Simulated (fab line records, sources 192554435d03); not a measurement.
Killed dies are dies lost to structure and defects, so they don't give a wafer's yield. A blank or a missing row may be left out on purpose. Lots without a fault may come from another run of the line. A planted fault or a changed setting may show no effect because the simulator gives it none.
fab line records | flow n5_finfet
record lots=7 wafers=21
route steps=1938 shown BEOL_M3@950 BEOL_M5@1123 BEOL_M6@1233
start_h: hours from the record's first day to the start of the lot's first wafer shown | wait_h: hours since the lot's step before | " the same as in the row above | L1.1+2: a row that stands for several wafers | - no value, or no start given | * or withheld: withheld | < > ~ a bound
route shown NAME@n: a module of which the file shows steps, and the number in the route of the first | usual: mean/standard deviation of fault-free wafers | same: alike in all rows | chamber/n: place in a boat | sites: the reading at each site | _std_site: their standard deviation | _edge_site: outer sites' mean less inner sites' | radius_mm: how far each site lies from the wafer's centre | mask NAME#n: copy n | behind: the tool/chamber that last shaped the wafer | hold: why the lot was held/for how many hours/how that ended | device: the transistor (n, p or np) that didn't switch | end of line: the same wafers' tests at the end of the route | a step without rows: its recipe alone | killed: dies lost to structure and defects at the first sort, not the wafer's yield | map: a wafer's dies, x killed, . not, _ none there
set.NAME: the setting as run; set.NAME@STEP: as run at that earlier step | model.NAME: the simulator's own value behind a step, which no gauge read
lots whose settings were changed on purpose; a table a step, a row a wafer
## steps
# step N5_BEOL_M3_ETCH_64
# recipe chemistry=N2/H2 target=SOC target_depth_a=750 overetch_a=150 mask_material=SiARC temp_c=40 time_s=112.5 ion_energy_ev=200 pressure_mtorr=30 source_w=840 bias_w=150 n2_flow_sccm=200 h2_flow_sccm=200
# usual rf_vpp_V=523.8/2.3
# columns lot.wafer tool chamber start_h wait_h set.bias_w rf_vpp_V model.SiARC_of_BEOL_M3_COAT_62.thk_nm
L079.4 rie_diel-02 2 177.22 0.1 150 524.3 7
L079.5 " 1 " " 150 525.8 6.8
L079.6 " 0 " " 127.8 475.3 8.2
L078.1 rie_diel-02 2 185.34 0.0 130.3 481.0 8.2
L078.2 " 0 " " 150 524.2 7.6
L078.6 " 2 " " 130.3 479.6 8.2
L082.2 rie_diel-06 2 226.62 0.0 150 522.7 6.8
L082.4 " 0 " " 150 522.1 7
L082.6 " 3 " " 150 521.6 6.8
L088.2 rie_diel-06 0 248.07 0.0 169.3 564.2 6
L088.5 " 3 " " 150 519.7 6.8
L088.6 " 1 " " 150 522.0 6.8
L090.2 rie_diel-06 3 255.69 0.0 138.2 494.1 7
L090.3 " 1 " " 150 521.4 6.8
L090.6 " 3 " " 138.2 495.4 7
L092.1 rie_diel-05 0 275.22 0.0 128.8 478.9 8.4
L092.5 " 0 " " 128.8 479.4 8.4
L092.6 " 3 " " 128.8 477.1 7.8
L094.3 rie_diel-02 2 283.28 0.0 150 524.0 7.2
L094.5 " 0 " " 172.8 572.1 6
L094.6 " 3 " " 172.8 571.8 6.2
# step N5_BEOL_M5_EXPOSE_08
# recipe mask_id=M5 na=0.33 source_shape=annular sigma_inner=0.4 sigma_outer=0.8 polarization=unpolarized target_cd_nm=28 dose_mj=35.75
# columns lot.wafer tool chamber start_h wait_h mask set.dose_mj
L079.4+6 euv_scanner-02 0 226.05 - M5#0 35.75
L079.5 " 0 " " M5#0 37.16
L078.1+2+6 euv_scanner-02 0 232.97 - M5#0 35.75
L082.2+4+6 euv_scanner-01 0 257.46 - M5#0 35.75
L088.2 euv_scanner-02 0 299.19 - M5#0 35.75
L088.5+6 " 0 " " M5#0 35.02
L090.2+3 euv_scanner-01 0 301.49 - M5#0 36.54
L090.6 " 0 " " M5#0 35.75
L092.1+5 euv_scanner-02 0 308.50 - M5#0 35.75
L092.6 " 0 " " M5#0 33.69
L094.3+6 euv_scanner-02 0 319.27 - M5#0 35.75
L094.5 " 0 " " M5#0 37.34
# step N5_BEOL_M5_PEB_09
# recipe peb_temp_c=100 peb_time_s=60 resist=CAR-EUV
# step N5_BEOL_M5_DEVELOP_10
# recipe develop_time_s=30 developer=TMAH resist=CAR-EUV rinse_liquid=surfactant_rinse dry=air_spin dev_temp_c=23
# step N5_BEOL_M5_CD_MEAS_11
# recipe target_cd_nm=27.74 landing_energy_ev=500 detector=se_inlens
# usual cd_nm=27.99/0.22
# columns lot.wafer tool chamber start_h wait_h set.dose_mj@BEOL_M5_EXPOSE_08 cd_nm
L079.4 cd_sem-03 0 226.16 - 35.75 27.83
L079.5 " 0 " " 37.16 29.00
L079.6 " 0 " " 35.75 27.56
L078.1 cd_sem-03 0 233.10 - 35.75 27.91
L078.2 " 0 " " 35.75 27.99
L078.6 " 0 " " 35.75 28.08
L082.2 cd_sem-02 0 257.59 - 35.75 28.44
L082.4 " 0 " " 35.75 27.79
L082.6 " 0 " " 35.75 28.07
L088.2 cd_sem-01 0 299.31 - 35.75 27.71
L088.5 " 0 " " 35.02 27.62
L088.6 " 0 " " 35.02 27.26
L090.2 cd_sem-03 0 301.61 - 36.54 28.39
L090.3 " 0 " " 36.54 28.32
L090.6 " 0 " " 35.75 27.76
L092.1 cd_sem-01 0 308.63 - 35.75 27.98
L092.5 " 0 " " 35.75 27.90
L092.6 " 0 " " 33.69 26.54
L094.3 cd_sem-03 0 319.39 - 35.75 28.14
L094.5 " 0 " " 37.34 28.84
L094.6 " 0 " " 35.75 27.50
# step N5_BEOL_M5_DESCUM_16
# recipe chemistry=O2 time_s=7 source_power_w=50 bias_power_w=20 pressure_mtorr=20 rf_frequency_hz=2.712e+07 temp_c=40 resist=CAR-EUV o2_flow_sccm=225
# columns lot.wafer tool chamber start_h wait_h set.dose_mj@BEOL_M5_EXPOSE_08 model.BEOL_M5.cd_nm
L079.4 rie_diel-02 3 226.28 0.0 35.75 28
L079.5 " 1 " " 37.16 28.8
L079.6 " 2 " " 35.75 27.8
L078.1 rie_diel-06 1 233.27 0.1 35.75 28.2
L078.2+6 " 0,3 " " 35.75 28
L082.2 rie_diel-05 3 257.71 0.0 35.75 28.2
L082.4+6 " 0,3 " " 35.75 28
L088.2 rie_diel-02 2 299.60 0.2 35.75 27.8
L088.5 " 2 " " 35.02 27.6
L088.6 " 1 " " 35.02 27.4
L090.2+3 rie_diel-02 0,1 301.73 0.0 36.54 28.6
L090.6 " 0 " " 35.75 28
L092.1+5 rie_diel-02 3,0 308.75 0.0 35.75 28
L092.6 " 3 " " 33.69 26.6
L094.3 rie_diel-02 0 319.54 0.1 35.75 28.2
L094.5 " 2 " " 37.34 29
L094.6 " 3 " " 35.75 28
# step N5_BEOL_M5_ETCH_72
# recipe chemistry=N2/H2 target=underlayer target_depth_a=65 mask_material=CAR-EUV time_s=5.2 ion_energy_ev=200 pressure_mtorr=30 source_w=840 bias_w=150 n2_flow_sccm=200 h2_flow_sccm=200 ends=cleared
# columns lot.wafer tool chamber start_h wait_h set.dose_mj@BEOL_M5_EXPOSE_08 model.BEOL_M5.cd_nm
L079.4 rie_diel-02 3 226.31 0.0 35.75 28
L079.5 " 1 " " 37.16 28.8
L079.6 " 2 " " 35.75 27.8
L078.1 rie_diel-06 1 233.30 0.0 35.75 28.2
L078.2+6 " 0,3 " " 35.75 28
L082.2 rie_diel-05 3 257.74 0.0 35.75 28.2
L082.4+6 " 0,3 " " 35.75 28
L088.2 rie_diel-02 2 299.63 0.0 35.75 27.8
L088.5 " 2 " " 35.02 27.6
L088.6 " 1 " " 35.02 27.4
L090.2+3 rie_diel-02 0,1 301.77 0.0 36.54 28.6
L090.6 " 0 " " 35.75 28
L092.1+5 rie_diel-02 3,0 308.79 0.0 35.75 28
L092.6 " 3 " " 33.69 26.6
L094.3+6 rie_diel-02 0,3 319.58 0.0 35.75 28.2
L094.5 " 2 " " 37.34 29
# step N5_BEOL_M5_ETCH_61
# recipe chemistry=CF4 target=SiARC target_depth_a=156 mask_material=CAR-EUV time_s=26 ion_energy_ev=80 pressure_mtorr=40 source_w=545 bias_w=36 Ar_flow_sccm=100 cf4_flow_sccm=100 ends=cleared
# step N5_BEOL_M5_ETCH_62
# recipe chemistry=N2/H2 target=SOC target_depth_a=750 overetch_a=150 mask_material=SiARC temp_c=40 time_s=112.5 ion_energy_ev=200 pressure_mtorr=30 source_w=840 bias_w=150 n2_flow_sccm=200 h2_flow_sccm=200
# step N5_BEOL_M5_STRIP_73
# recipe chemistry=N2/H2 temp_c=40 n2_flow_sccm=200 h2_flow_sccm=200 rf_frequency_hz=6e+07
# step N5_BEOL_M5_STRIP_64
# recipe chemistry=CF4 resist=SiARC power_w=300 bias_power_w=75 pressure_mtorr=50 cf4_flow_sccm=150 rf_frequency_hz=6e+07
# step N5_BEOL_M5_HM_OPEN_17
# recipe chemistry=Cl2/BCl3 target_depth_a=200 overetch_a=60 target=TiN mask_material=SOC ion_energy_ev=150 pressure_mtorr=10 icp_w=1000 bias_w=126 Cl2_flow_sccm=53.25 bcl3_flow_sccm=21.75 Ar_flow_sccm=25
# columns lot.wafer tool chamber start_h wait_h set.dose_mj@BEOL_M5_EXPOSE_08 model.BEOL_M5.cd_nm
L079.4 rie_metal-03 0 226.56 0.1 35.75 28
L079.5 " 1 " " 37.16 28.8
L079.6 " 0 " " 35.75 27.6
L078.1+2 rie_metal-02 0,1 233.52 0.0 35.75 28
L078.6 " 1 " " 35.75 27.8
L082.2 rie_metal-01 0 257.95 0.0 35.75 28.2
L082.4 " 1 " " 35.75 28.4
L082.6 " 0 " " 35.75 28
L088.2 rie_metal-01 1 299.84 0.0 35.75 27.8
L088.5 " 0 " " 35.02 27.6
L088.6 " 1 " " 35.02 27.4
L090.2 rie_metal-02 0 301.98 0.0 36.54 28.4
L090.3 " 1 " " 36.54 28.2
L090.6 " 1 " " 35.75 28
L092.1 rie_metal-01 1 309.00 0.0 35.75 28
L092.5 " 0 " " 35.75 28.2
L092.6 " 1 " " 33.69 26.8
L094.3 rie_metal-01 0 319.87 0.1 35.75 28.6
L094.5 " 1 " " 37.34 29.2
L094.6 " 0 " " 35.75 28.4
# step N5_BEOL_M5_COAT_74
# recipe resist=underlayer temp_c=205 time_s=60 spin_rpm=1500 resist_thk_nm=5
# columns lot.wafer tool chamber start_h wait_h set.spin_rpm
L079.4+5 litho_track-03 0 - - 1500
L079.6 " 0 " " 1651
L078.1+2+6 litho_track-04 0 - - 1500
L082.2+4+6 litho_track-05 0 - - 1500
L088.2 litho_track-03 0 - - 1500
L088.5+6 " 0 " " 1408
L090.2+3 litho_track-03 0 - - 1565
L090.6 " 0 " " 1500
L092.1+5+6 litho_track-04 0 - - 1500
L094.3+6 litho_track-04 0 - - 1647
L094.5 " 0 " " 1500
# step N5_BEOL_M5_EXPOSE_25
# recipe mask_id=V4 na=0.33 source_shape=quasar sigma_inner=0.2 sigma_outer=0.6 polarization=unpolarized defocus_nm=10 dose_mj=52.75
# columns lot.wafer tool chamber start_h wait_h mask set.dose_mj
L079.4+6 euv_scanner-01 0 228.50 - V4#0 51.61
L079.5 " 0 " " V4#0 52.75
L078.1+6 euv_scanner-01 0 234.58 - V4#0 51.55
L078.2 " 0 " " V4#0 52.75
L082.2+4+6 euv_scanner-01 0 258.50 - V4#0 52.75
L088.2+5 euv_scanner-02 0 300.40 - V4#0 56.18
L088.6 " 0 " " V4#0 52.75
L090.2+3 euv_scanner-01 0 303.64 - V4#0 52.75
L090.6 " 0 " " V4#0 54.29
L092.1+5 euv_scanner-02 0 309.45 - V4#0 52.75
L092.6 " 0 " " V4#0 51.4
L094.3+6 euv_scanner-02 0 321.55 - V4#0 53.85
L094.5 " 0 " " V4#0 52.75
# step N5_BEOL_M5_PEB_26
# recipe peb_temp_c=100 peb_time_s=60 resist=CAR-EUV
# step N5_BEOL_M5_DEVELOP_27
# recipe develop_time_s=30 developer=TMAH resist=CAR-EUV rinse_liquid=surfactant_rinse dry=air_spin dev_temp_c=23
# step N5_BEOL_M5_DESCUM_33
# recipe chemistry=O2 time_s=7 source_power_w=50 bias_power_w=20 pressure_mtorr=20 rf_frequency_hz=2.712e+07 temp_c=40 resist=CAR-EUV o2_flow_sccm=225
# step N5_BEOL_M5_ETCH_75
# recipe chemistry=N2/H2 target=underlayer target_depth_a=65 mask_material=CAR-EUV time_s=5.2 ion_energy_ev=200 pressure_mtorr=30 source_w=840 bias_w=150 n2_flow_sccm=200 h2_flow_sccm=200 ends=cleared
# columns lot.wafer tool chamber start_h wait_h set.spin_rpm@BEOL_M5_COAT_74 model.etch.depth_nm
L079.4 rie_diel-02 2 228.77 0.0 1500 5.015
L079.5 " 0 " " 1500 5.008
L079.6 " 1 " " 1651 4.782
L078.1 rie_diel-06 1 235.16 0.0 1500 5.008
L078.2 " 0 " " 1500 4.993
L078.6 " 3 " " 1500 4.999
L082.2 rie_diel-06 0 259.04 0.0 1500 4.996
L082.4 " 1 " " 1500 5.021
L082.6 " 0 " " 1500 4.998
L088.2 rie_diel-06 0 300.85 0.0 1500 5.005
L088.5+6 " 1,2 " " 1408 5.159
L090.2 rie_diel-02 2 303.93 0.0 1565 4.905
L090.3 " 1 " " 1565 4.89
L090.6 " 0 " " 1500 4.991
L092.1 rie_diel-06 1 310.06 0.0 1500 5.006
L092.5 " 2 " " 1500 5.008
L092.6 " 3 " " 1500 5.011
L094.3 rie_diel-05 0 322.82 0.0 1647 4.772
L094.5 " 0 " " 1500 4.985
L094.6 " 1 " " 1647 4.767
# step N5_BEOL_M5_ETCH_67
# recipe chemistry=CF4 target=SiARC target_depth_a=156 mask_material=CAR-EUV time_s=26 ion_energy_ev=80 pressure_mtorr=40 source_w=545 bias_w=36 Ar_flow_sccm=100 cf4_flow_sccm=100 ends=cleared
# step N5_BEOL_M5_ETCH_68
# recipe chemistry=N2/H2 target=SOC target_depth_a=800 overetch_a=160 mask_material=SiARC temp_c=40 time_s=120 ion_energy_ev=200 pressure_mtorr=30 source_w=840 bias_w=150 n2_flow_sccm=200 h2_flow_sccm=200
# step N5_BEOL_M5_STRIP_85
# recipe chemistry=C4F6/O2 resist=SiARC rf_frequency_hz=6e+07
# step N5_BEOL_M5_STRIP_36
# recipe chemistry=N2/H2 power_w=450 temp_c=40 pressure_mtorr=20 rf_frequency_hz=6e+07 overash_fraction=0.3 bias_power_w=7 h2_frac=0.5 n2_flow_sccm=200 h2_flow_sccm=200
# step N5_BEOL_M5_TRENCH_ETCH_37
# recipe chemistry=C4F6/O2 target_depth_a=716.52 target=SiCOH_lowk time_s=24.7 ion_energy_ev=250 pressure_mtorr=30 source_w=345 bias_w=185 Ar_flow_sccm=300 C4F6_flow_sccm=10 O2_flow_sccm=10
# columns lot.wafer tool chamber start_h wait_h set.dose_mj@BEOL_M5_EXPOSE_08 model.BEOL_M5.cd_nm
L079.4 rie_diel-02 2 - - 35.75 27.8
L079.5 " 0 " " 37.16 29
L079.6 " 1 " " 35.75 27.6
L078.1+2+6 rie_diel-06 1,0,3 - - 35.75 28
L082.2+4+6 rie_diel-06 0,1,0 - - 35.75 28.2
L088.2 rie_diel-06 0 - - 35.75 27.8
L088.5+6 " 1,2 " " 35.02 27.4
L090.2+3 rie_diel-02 2,1 - - 36.54 28.4
L090.6 " 0 " " 35.75 28
L092.1 rie_diel-06 1 - - 35.75 27.8
L092.5 " 2 " " 35.75 28.2
L092.6 " 3 " " 33.69 26.6
L094.3 rie_diel-05 0 - - 35.75 28.6
L094.5 " 0 " " 37.34 29.2
L094.6 " 1 " " 35.75 28.2
# step N5_BEOL_M5_ETCH_41
# recipe chemistry=CH3F/O2 target=SiCN target_depth_a=315 taper_deg=2 time_s=56.7 ion_energy_ev=120 mask_material=TiN pressure_mtorr=30 source_w=395 bias_w=75 Ar_flow_sccm=150 CH3F_flow_sccm=30 O2_flow_sccm=20
# columns lot.wafer tool chamber start_h wait_h set.dose_mj@BEOL_M5_EXPOSE_08 model.BEOL_M5.cd_nm
L079.4 rie_diel-02 2 - - 35.75 27.8
L079.5 " 0 " " 37.16 29
L079.6 " 1 " " 35.75 27.4
L078.1+2 rie_diel-06 1,0 - - 35.75 28
L078.6 " 3 " " 35.75 27.8
L082.2+4 rie_diel-06 0,1 - - 35.75 28.2
L082.6 " 0 " " 35.75 28
L088.2 rie_diel-06 0 - - 35.75 27.8
L088.5+6 " 1,2 " " 35.02 27.4
L090.2 rie_diel-02 2 - - 36.54 28.4
L090.3 " 1 " " 36.54 28.2
L090.6 " 0 " " 35.75 28
L092.1 rie_diel-06 1 - - 35.75 28
L092.5 " 2 " " 35.75 28.2
L092.6 " 3 " " 33.69 26.6
L094.3 rie_diel-05 0 - - 35.75 28.4
L094.5 " 0 " " 37.34 29.2
L094.6 " 1 " " 35.75 28.2
# step N5_BEOL_M6_ETCH_66
# recipe chemistry=N2/H2 target=SOC target_depth_a=800 overetch_a=160 mask_material=SiARC temp_c=40 time_s=120 ion_energy_ev=200 pressure_mtorr=30 source_w=840 bias_w=150 n2_flow_sccm=200 h2_flow_sccm=200
# usual rf_vpp_V=524.9/2.9
# columns lot.wafer tool chamber start_h wait_h set.bias_w rf_vpp_V model.SiARC_of_BEOL_M6_COAT_64.thk_nm
L079.4 rie_diel-04 3 244.49 0.0 150 529.2 6.2
L079.5 " 2 " " 157 538.9 6
L079.6 " 1 " " 157 542.5 6
L078.1 rie_diel-03 0 246.26 0.0 123.5 462.6 7.6
L078.2 " 3 " " 123.5 463.4 7.6
L078.6 " 3 " " 123.5 464.5 7.6
L082.2 rie_diel-01 1 279.24 0.0 150 527.1 6.2
L082.4 " 2 " " 150 527.6 6.4
L082.6 " 3 " " 150 520.7 6.4
L088.2 rie_diel-01 0 313.80 0.0 168.1 565.2 5.6
L088.5 " 3 " " 150 522.1 6.4
L088.6 " 0 " " 168.1 561.6 5.6
L090.2 rie_diel-01 1 316.57 0.0 150 529.2 6.4
L090.3 " 0 " " 150 524.3 6.4
L090.6 " 3 " " 158.9 542.5 6
L092.1 rie_diel-04 1 323.89 0.0 150 527.3 6.6
L092.5 " 0 " " 150 521.2 6.4
L092.6 " 1 " " 150 527.3 6.6
L094.3 rie_diel-03 2 336.46 0.0 150 528.5 6.2
L094.5 " 1 " " 150 527.7 6.4
L094.6 " 2 " " 163.5 559.1 5.8
# step N5_BEOL_M6_TRENCH_ETCH_37
# recipe chemistry=C4F6/O2 target_depth_a=944.35 target=SiCOH_lowk time_s=31.5 ion_energy_ev=250 pressure_mtorr=30 source_w=345 bias_w=185 Ar_flow_sccm=300 C4F6_flow_sccm=10 O2_flow_sccm=10
# usual rf_vpp_V=668/6.5
# columns lot.wafer tool chamber start_h wait_h set.source_w rf_vpp_V model.etch.depth_nm model.BEOL_M6.feature_depth_nm
L079.4 rie_diel-04 3 - - 402.9 620 102.7 102.8
L079.5 " 2 " " 345 659 93.46 93.4
L079.6 " 1 " " 345 668 93.88 93.8
L078.1 rie_diel-03 0 - - 345 664 95.63 95.6
L078.2 " 3 " " 283.8 740 87.1 87.2
L078.6 " 3 " " 345 670 93.72 93.8
L082.2 rie_diel-01 1 - - 345 678 96.73 96.8
L082.4 " 2 " " 345 670 96.72 96.8
L082.6 " 3 " " 345 656 97.86 97.8
L088.2 rie_diel-01 0 - - 371.7 642 96.86 96.8
L088.5 " 3 " " 371.7 632 98.64 98.6
L088.6 " 0 " " 345 667 93.89 93.8
L090.2 rie_diel-01 1 - - 301.2 725 89.9 90
L090.3 " 0 " " 301.2 716 89.49 89.4
L090.6 " 3 " " 301.2 705 90.11 90.2
L092.1 rie_diel-04 1 - - 345 668 93.17 93.2
L092.5 " 0 " " 345 681 93.07 93
L092.6 " 1 " " 345 668 93.58 93.6
L094.3 rie_diel-03 2 - - 382.2 636 99.76 99.8
L094.5 " 1 " " 345 674 94.31 94.4
L094.6 " 2 " " 345 669 96.12 96.2
# step N5_BEOL_M6_ETCH_41
# recipe chemistry=CH3F/O2 target=SiCN target_depth_a=297 taper_deg=2 time_s=52 ion_energy_ev=120 mask_material=TiN pressure_mtorr=30 source_w=395 bias_w=75 Ar_flow_sccm=150 CH3F_flow_sccm=30 O2_flow_sccm=20
# step N5_BEOL_M6_STRIP_80
# recipe chemistry=N2/H2 time_s=10 power_w=450 temp_c=40 pressure_mtorr=20 rf_frequency_hz=6e+07 bias_power_w=7 n2_flow_sccm=200 h2_flow_sccm=200
# step N5_BEOL_M6_OCD_MEAS_38
# usual trench_depth_nm=94.8/1.3
# columns lot.wafer tool chamber start_h wait_h set.source_w@BEOL_M6_TRENCH_ETCH_37 trench_depth_nm
L079.4 ocd-02 - 244.84 - 402.9 103.2
L079.5 " - " " 345 93.2
L079.6 " - " " 345 93.8
L078.1 ocd-02 - 246.61 - 345 95.6
L078.2 " - " " 283.8 87.0
L078.6 " - " " 345 93.7
L082.2 ocd-02 - 279.58 - 345 96.6
L082.4 " - " " 345 96.7
L082.6 " - " " 345 97.9
L088.2 ocd-02 - 314.14 - 371.7 96.8
L088.5 " - " " 371.7 98.8
L088.6 " - " " 345 94.5
L090.2 ocd-01 - 316.92 - 301.2 89.7
L090.3 " - " " 301.2 89.3
L090.6 " - " " 301.2 90.3
L092.1 ocd-01 - 324.23 - 345 93.2
L092.5 " - " " 345 93.3
L092.6 " - " " 345 93.3
L094.3 ocd-01 - 336.81 - 382.2 99.9
L094.5 " - " " 345 94.7
L094.6 " - " " 345 96.1
## key
split step=N5_BEOL_M3_ETCH_64 setting=bias_w stated=150 by=wafer
response step=N5_BEOL_M3_ETCH_64 reading=rf_vpp_V change=+3.3 per=1% r=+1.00
response step=N5_BEOL_M3_ETCH_64 reading=model.SiARC_of_BEOL_M3_COAT_62.thk_nm change=-0.0655 per=1% r=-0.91
split step=N5_BEOL_M5_EXPOSE_08 setting=dose_mj stated=35.75 by=wafer
response step=N5_BEOL_M5_CD_MEAS_11 reading=cd_nm change=+0.252 per=1% r=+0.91
response step=N5_BEOL_M5_DESCUM_16 reading=model.BEOL_M5.cd_nm change=+0.226 per=1% r=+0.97
response step=N5_BEOL_M5_ETCH_72 reading=model.BEOL_M5.cd_nm change=+0.221 per=1% r=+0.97
response step=N5_BEOL_M5_HM_OPEN_17 reading=model.BEOL_M5.cd_nm change=+0.204 per=1% r=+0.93
response step=N5_BEOL_M5_TRENCH_ETCH_37 reading=model.BEOL_M5.cd_nm change=+0.238 per=1% r=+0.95
response step=N5_BEOL_M5_ETCH_41 reading=model.BEOL_M5.cd_nm change=+0.253 per=1% r=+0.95
split step=N5_BEOL_M5_COAT_74 setting=spin_rpm stated=1500 by=wafer
response step=N5_BEOL_M5_ETCH_75 reading=model.etch.depth_nm change=-0.0227 per=1% r=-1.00
split step=N5_BEOL_M5_EXPOSE_25 setting=dose_mj stated=52.75 by=wafer
response none clear
split step=N5_BEOL_M6_ETCH_66 setting=bias_w stated=150 by=wafer
response step=N5_BEOL_M6_ETCH_66 reading=rf_vpp_V change=+3.26 per=1% r=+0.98
response step=N5_BEOL_M6_ETCH_66 reading=model.SiARC_of_BEOL_M6_COAT_64.thk_nm change=-0.0616 per=1% r=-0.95
split step=N5_BEOL_M6_TRENCH_ETCH_37 setting=source_w stated=345 by=wafer
response step=N5_BEOL_M6_TRENCH_ETCH_37 reading=rf_vpp_V change=-3.39 per=1% r=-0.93
response step=N5_BEOL_M6_TRENCH_ETCH_37 reading=model.etch.depth_nm change=+0.472 per=1% r=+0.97
response step=N5_BEOL_M6_TRENCH_ETCH_37 reading=model.BEOL_M6.feature_depth_nm change=+0.474 per=1% r=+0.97
response step=N5_BEOL_M6_OCD_MEAS_38 reading=trench_depth_nm change=+0.48 per=1% r=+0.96
